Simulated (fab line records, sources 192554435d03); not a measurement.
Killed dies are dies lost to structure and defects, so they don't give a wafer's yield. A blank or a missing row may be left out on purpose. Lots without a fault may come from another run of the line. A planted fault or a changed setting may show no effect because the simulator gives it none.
Chamber matching | flow n5_finfet | N5_MOL_CONTACT_COAG_VIA_ETCH_117 on rie_diel-01: 4 sister chambers
The step etches SiO2 in C4F6/O2, target depth 40 nm, overetch 8 nm, time 26 s. 8 wafers are shown with their chamber, then 11 later ones without.

WAFERS WITH THEIR CHAMBER
wafer  | chamber | showerhead_plenum_p_Torr (Torr) | drypump_motor_current_A (A)
L074.4 | 0       | 2.91                            | 5.2
L077.5 | 1       | 2.76                            | 6.0
L078.1 | 0       | 2.91                            | 5.2
L079.5 | 3       | 2.93                            | 6.6
L083.1 | 2       | 2.89                            | 5.3
L083.2 | 1       | 2.75                            | 6.0
L083.5 | 2       | 2.89                            | 5.3
L085.2 | 3       | 2.92                            | 6.5

WAFERS WITHOUT THEIR CHAMBER
wafer  | showerhead_plenum_p_Torr (Torr) | drypump_motor_current_A (A)
L085.4 | 2.75                            | 6.0
L085.5 | 2.90                            | 5.2
L086.3 | 2.92                            | 6.6
L086.4 | 2.75                            | 6.0
L086.5 | 2.92                            | 6.6
L088.1 | 2.92                            | 6.6
L088.2 | 2.75                            | 6.0
L088.3 | 2.90                            | 5.2
L097.2 | 2.74                            | 6.0
L097.3 | 2.91                            | 6.6
L097.5 | 2.88                            | 5.3

WHICH CHAMBER EACH WENT THROUGH
wafer  | from the rows above     | in truth
L085.4 | 1                       | 1
L085.5 | can't be placed: 0 or 2 | 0
L086.3 | 3                       | 3
L086.4 | 1                       | 1
L086.5 | 3                       | 3
L088.1 | 3                       | 3
L088.2 | 1                       | 1
L088.3 | can't be placed: 0 or 2 | 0
L097.2 | 1                       | 1
L097.3 | 3                       | 3
L097.5 | 2                       | 2
Placed correctly: 9 of 11. Can't be placed from these rows: 2 (the true chamber is among the candidates in 2). Placed wrongly: 0.
How it was worked out, from the rows above alone: a wafer's distance from a chamber is the root of the sum, over the readings, of the square of ((its reading less the chamber's mean) divided by the reading's scatter). The wafer belongs to the nearest chamber; if the next one is less than 2 further off, it can't be placed. A chamber's mean is the mean of its shown wafers. The scatter: the root of (the sum of the squares of (reading less its chamber's mean) over the shown wafers, divided by (wafers less chambers)).
